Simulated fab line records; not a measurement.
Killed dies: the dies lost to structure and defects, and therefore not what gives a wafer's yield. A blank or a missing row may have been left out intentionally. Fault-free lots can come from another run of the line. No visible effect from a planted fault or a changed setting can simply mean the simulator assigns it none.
fab line records	flow n5_finfet	part 2 of 2: steps 5 to 6 of 6
[record] lots = 23	wafers = 69	last_day = 17
route steps=1938 shown GATE_CUT@467
lots that met no fault: taken from a fault-free run of the same line
start_h: the number of hours between the record's first day and the start of the first shown wafer of the lot	wait_h: how many hours have passed since the lot's step before this one	" repeats the value in the row above	L1.1+2: a row that stands for several wafers	- value missing, or start not given	* or withheld: withheld	< > ~ a bound
route shown NAME@n: a module of which the file shows steps, and the number in the route of the first	usual: average and standard deviation across the fault-free wafers	same: alike in all rows	chamber/n: place in a boat	sites: each site's reading	_std_site: standard deviation across them	_edge_site: mean of outer sites minus mean of inner sites	radius_mm: for every site, how far away it sits from the centre of the wafer	mask NAME#n: copy n	behind: tool/chamber where the wafer was last shaped	hold: the reason the lot was held/the length of the hold in hours/how it ended	device: transistor that didn't switch, given as n, p or np	end of line: the route-end tests of the same wafers	a step given without rows: its recipe and nothing more	killed: not the wafer's yield, but the dies lost to structure and defects at the first sort	map: the dies of a wafer, with x for killed, . for not killed, _ for no die there
set.NAME: the setting that was run; set.NAME@STEP: the one run at that earlier step	model.NAME: the simulator's own value behind a step, which no gauge read
steps of the route over a sample of lots; a table a step, a row a wafer
services: the hour from which a tool's chamber was out of use, counted from the record's first day as start_h (under 0 if before that day), plus the number of hours and why
[[steps]]
[step N5_GATE_CUT_ETCH_37]
[recipe] chemistry = N2/H2	target = SOC	target_depth_a = 600	overetch_a = 120	mask_material = SiARC	temp_c = 40	time_s = 90	ion_energy_ev = 200	pressure_mtorr = 30	source_w = 840	bias_w = 150	n2_flow_sccm = 200	h2_flow_sccm = 200
[usual] drypump_motor_current_A = 5.6/0.34	n2_flow_sccm = 200.0/0.58	oes_product_au = 0.69/0.074	rf_vpp_V = 524.0/2.7	showerhead_plenum_p_Torr = 2.55/0.092	throttle_valve_pct = 17.85/0.22
lot.wafer	tool	chamber	start_h	wait_h	drypump_motor_current_A	n2_flow_sccm	oes_product_au	rf_hours_counter_h	rf_vpp_V	showerhead_plenum_p_Torr	throttle_valve_pct
L074.2	rie_diel-04	3	85.72	0.0	5.4	199.7	0.82	27	522.5	2.51	17.72
L074.5	"	1	"	"	6.5	199.9	0.67	-	523.6	2.52	17.45
L074.6	"	0	"	"	6.6	199.9	0.75	-	528.3	2.68	18.04
L075.1	rie_diel-05	2	91.94	0.0	5.6	199.7	0.85	7	524.4	2.62	17.44
L075.2	"	1	"	"	5.8	199.6	0.72	83	517.5	2.36	17.87
L075.4	"	0	"	"	6.0	199.4	0.64	182	520.4	2.42	17.91
L076.1	rie_diel-01	2	98.40	0.0	5.5	199.2	0.64	195	526.7	2.64	18.07
L076.2	"	0	"	"	5.3	200.0	0.61	230	525.8	2.61	17.89
L076.4	"	1	"	"	5.6	201.0	0.66	160	522.1	2.55	18.06
L077.1	rie_diel-04	0	101.56	0.0	6.6	200.3	0.74	84	527.7	2.68	18.02
L077.4	"	3	"	"	5.4	200.4	0.81	33	520.3	2.51	17.74
L077.6	"	2	"	"	5.6	200.3	0.69	-	524.6	2.57	17.52
L078.1	rie_diel-01	0	108.06	0.0	5.3	200.3	0.62	232	525.5	2.61	17.89
L078.3	"	2	"	"	5.5	200.3	0.64	198	526.9	2.64	18.07
L078.5	"	0	"	"	5.3	199.6	0.61	-	526.1	2.61	17.89
L079.3	rie_diel-01	0	116.53	0.0	5.3	201.4	0.61	235	525.8	2.61	17.89
L079.4	"	1	"	"	5.6	199.8	0.66	163	523.3	2.55	18.06
L079.6	"	1	"	"	5.6	199.1	0.66	-	523.3	2.55	18.07
L080.1	rie_diel-01	0	121.08	0.0	5.2	201.1	0.61	235	525.9	2.61	17.89
L080.2	"	2	"	"	5.5	200.5	0.64	201	525.9	2.64	18.09
L080.6	"	2	"	"	5.5	201.0	0.64	-	526.9	2.64	18.05
L081.3	rie_diel-05	2	126.36	0.0	5.5	199.9	0.81	17	526.1	2.62	17.46
L081.5	"	3	"	"	5.6	199.9	0.68	-	519.8	2.44	17.75
L081.6	"	0	"	"	6.0	200.3	0.63	-	519.7	2.41	17.92
L082.1	rie_diel-01	0	132.17	0.0	5.3	200.0	0.61	239	525.5	2.61	17.92
L082.3	"	3	"	"	5.4	200.1	0.64	192	526.2	2.63	17.84
L082.6	"	1	"	"	5.6	199.5	0.65	-	523.2	2.55	18.09
L083.2	rie_diel-04	3	139.05	0.0	5.4	200.2	0.80	46	521.9	2.50	17.76
L083.5	"	0	"	"	6.6	200.9	0.74	-	527.2	2.68	18.04
L083.6	"	3	"	"	5.4	201.4	0.79	-	523.1	2.50	17.77
L084.1	rie_diel-01	0	149.24	0.0	5.3	200.0	0.60	243	526.2	2.61	17.91
L084.2	"	2	"	"	5.6	199.5	0.64	210	526.6	2.64	18.09
L084.5	"	3	"	"	5.5	199.1	0.64	-	526.4	2.63	17.83
L085.2	rie_diel-04	3	154.56	0.0	5.4	199.6	0.79	51	521.8	2.50	17.77
L085.4	"	0	"	"	6.6	200.5	0.74	96	528.1	2.68	18.03
L085.5	"	2	"	"	5.6	199.4	0.68	-	526.4	2.57	17.54
L086.1	rie_diel-04	3	160.78	0.0	5.4	200.2	0.78	52	521.0	2.50	17.77
L086.2	"	0	"	"	6.6	199.8	0.73	97	526.8	2.67	18.05
L086.6	"	3	"	"	5.4	200.2	0.79	-	522.6	2.50	17.77
L087.1	rie_diel-05	2	165.56	0.0	5.6	200.6	0.80	28	525.9	2.61	17.47
L087.3	"	3	"	"	5.5	200.8	0.67	178	520.6	2.44	17.76
L087.4	"	0	"	"	6.1	198.9	0.63	202	521.4	2.41	17.95
L088.1	rie_diel-05	2	171.04	0.0	5.6	199.3	0.80	30	524.3	2.61	17.49
L088.4	"	0	"	"	6.1	199.7	0.62	204	520.0	2.41	17.93
L088.5	"	2	"	"	5.5	198.9	0.79	-	526.1	2.61	17.48
L089.1	rie_diel-05	2	177.04	0.0	5.6	201.3	0.79	32	526.4	2.61	17.48
L089.2	"	3	"	"	5.6	199.9	0.67	182	521.4	2.44	17.78
L089.6	"	0	"	"	6.1	199.5	0.63	-	521.2	2.41	17.97
L090.1	rie_diel-01	3	183.85	0.0	5.5	199.6	0.63	208	525.0	2.62	17.84
L090.3	"	1	"	"	5.6	200.9	0.64	185	523.9	2.54	18.08
L090.6	"	1	"	"	5.6	201.0	0.64	-	523.0	2.54	18.11
L092.2	rie_diel-05	0	195.18	0.0	6.0	200.2	0.63	211	521.8	2.41	17.96
L092.4	"	3	"	"	5.6	199.7	0.66	187	519.7	2.43	17.78
L092.5	"	2	"	"	5.5	200.2	0.79	-	525.2	2.61	17.50
L093.1	rie_diel-01	2	202.48	0.0	5.5	200.8	0.62	228	525.5	2.63	18.13
L093.4	"	3	"	"	5.5	199.6	0.63	214	527.7	2.62	17.86
L093.6	"	0	"	"	5.3	200.7	0.87	-	524.4	2.60	17.49
L094.3	rie_diel-01	0	209.68	0.0	5.3	200.3	0.87	8	526.1	2.60	17.49
L094.5	"	0	"	"	5.2	200.9	0.87	-	524.4	2.60	17.49
L094.6	"	3	"	"	5.5	200.1	0.63	-	526.8	2.62	17.85
L095.3	rie_diel-05	0	211.05	0.0	6.1	199.8	0.62	217	520.7	2.40	17.96
L095.5	"	2	"	"	5.6	199.4	0.78	-	525.8	2.61	17.50
L095.6	"	0	"	"	6.0	199.7	0.62	-	519.9	2.40	17.96
L096.1	rie_diel-01	1	217.68	0.0	5.6	199.9	0.64	196	523.2	2.53	18.13
L096.4	"	0	"	"	5.3	199.6	0.86	11	526.3	2.60	17.50
L096.5	"	3	"	"	5.5	199.8	0.63	-	527.3	2.62	17.87
L097.3	rie_diel-01	2	222.65	0.0	5.5	200.3	0.63	233	526.5	2.63	18.11
L097.4	"	1	"	"	5.6	200.1	0.64	197	522.5	2.53	18.14
L097.5	"	3	"	"	5.5	199.8	0.63	-	527.5	2.62	17.86
[step N5_GATE_CUT_VAPOR_ETCH_49]
[recipe] chemistry = BCl3/Cl2	target = TiAlC	mode = isotropic
[usual] drypump_motor_current_A = 5.9/0.33	oes_product_au = 0.73/0.099
lot.wafer	tool	chamber	start_h	wait_h	drypump_motor_current_A	oes_product_au
L074.2	rie_metal-01	0	86.24	0.0	5.7	0.84
L074.5	"	0	"	"	5.7	0.84
L074.6	"	1	"	"	6.2	0.60
L075.1	rie_metal-03	0	92.46	0.0	6.4	0.64
L075.2	"	1	"	"	6.1	0.83
L075.4	"	0	"	"	6.3	0.65
L076.1	rie_metal-03	0	98.92	0.0	6.3	0.64
L076.2	"	1	"	"	6.1	0.83
L076.4	"	0	"	"	6.3	0.64
L077.1	rie_metal-01	1	102.08	0.0	6.2	0.59
L077.4	"	0	"	"	5.7	0.83
L077.6	"	1	"	"	6.2	0.59
L078.1	rie_metal-03	1	108.58	0.0	6.1	0.82
L078.3	"	0	"	"	6.3	0.64
L078.5	"	0	"	"	6.3	0.64
L079.3	rie_metal-02	1	117.06	0.0	5.8	0.64
L079.4	"	0	"	"	5.4	0.84
L079.6	"	0	"	"	5.4	0.84
L080.1	rie_metal-01	1	121.61	0.0	6.2	0.59
L080.2	"	0	"	"	5.7	0.83
L080.6	"	1	"	"	6.2	0.59
L081.3	rie_metal-02	0	126.89	0.0	5.4	0.83
L081.5	"	0	"	"	5.4	0.83
L081.6	"	1	"	"	5.7	0.64
L082.1	rie_metal-03	0	132.69	0.0	6.4	0.64
L082.3	"	0	"	"	6.4	0.64
L082.6	"	1	"	"	6.1	0.82
L083.2	rie_metal-02	1	139.58	0.0	5.7	0.63
L083.5	"	1	"	"	5.8	0.64
L083.6	"	0	"	"	5.4	0.83
L084.1	rie_metal-01	0	149.83	0.0	5.7	0.82
L084.2	"	1	"	"	6.3	0.59
L084.5	"	1	"	"	6.2	0.58
L085.2	rie_metal-01	1	155.08	0.0	6.2	0.59
L085.4	"	0	"	"	5.7	0.82
L085.5	"	1	"	"	6.2	0.58
L086.1	rie_metal-03	1	161.52	0.1	6.1	0.80
L086.2	"	1	"	"	6.1	0.81
L086.6	"	1	"	"	6.1	0.81
L087.1	rie_metal-02	1	166.09	0.0	5.8	0.64
L087.3	"	0	"	"	5.4	0.83
L087.4	"	1	"	"	5.7	0.63
L088.1	rie_metal-02	1	171.63	0.0	5.7	0.63
L088.4	"	0	"	"	5.4	0.82
L088.5	"	0	"	"	5.4	0.83
L089.1	rie_metal-01	0	177.77	0.1	5.7	0.81
L089.2	"	0	"	"	5.7	0.82
L089.6	"	0	"	"	5.6	0.82
L090.1	rie_metal-03	0	184.37	0.0	6.3	0.63
L090.3	"	0	"	"	6.3	0.63
L090.6	"	1	"	"	6.1	0.81
L092.2	rie_metal-02	0	195.71	0.0	5.4	0.81
L092.4	"	1	"	"	5.8	0.63
L092.5	"	0	"	"	5.4	0.82
L093.1	rie_metal-03	1	203.00	0.0	6.1	0.80
L093.4	"	0	"	"	6.3	0.62
L093.6	"	0	"	"	6.3	0.63
L094.3	rie_metal-02	0	210.21	0.0	5.5	0.82
L094.5	"	0	"	"	5.4	0.82
L094.6	"	1	"	"	5.7	0.63
L095.3	rie_metal-03	1	211.58	0.0	6.1	0.79
L095.5	"	0	"	"	6.3	0.62
L095.6	"	1	"	"	6.1	0.80
L096.1	rie_metal-02	1	218.21	0.0	5.8	0.63
L096.4	"	1	"	"	5.7	0.63
L096.5	"	0	"	"	5.4	0.81
L097.3	rie_metal-02	0	223.18	0.0	5.3	0.80
L097.4	"	1	"	"	5.7	0.62
L097.5	"	1	"	"	5.7	0.62
[[services]]
tool	chamber	start_h	hours	kind
rie_diel-04	1	58.87	9.6	repair
rie_diel-05	1	60.97	11.9	repair
rie_diel-04	2	80.40	5.7	repair
rie_diel-01	-	98.69	2.8	pm
rie_diel-01	1	103.37	4.6	repair
rie_diel-04	0	115.51	14.2	repair
rie_metal-01	-	128.06	2.8	pm
rie_metal-02	-	147.84	14.6	pm
rie_metal-03	0	158.61	3.8	repair
rie_diel-04	1	160.42	8.4	repair
rie_diel-04	-	161.90	4.3	pm
rie_metal-03	1	163.11	14.1	repair
rie_diel-01	0	169.35	-	clean
rie_diel-01	0	169.35	-	consumable_replace:focus_ring
rie_diel-01	0	169.35	15.3	scheduled_down
rie_diel-01	0	169.35	15.3	vent_cycle
rie_metal-01	1	172.73	-	clean
rie_metal-01	1	172.73	24.4	scheduled_down
rie_metal-01	1	172.73	24.4	vent_cycle
rie_diel-04	2	186.18	3.8	repair
rie_metal-01	-	196.93	28.1	pm
rie_diel-05	1	199.14	22.3	repair
rie_metal-03	1	203.24	1.1	repair
rie_diel-04	-	219.11	0.4	repair
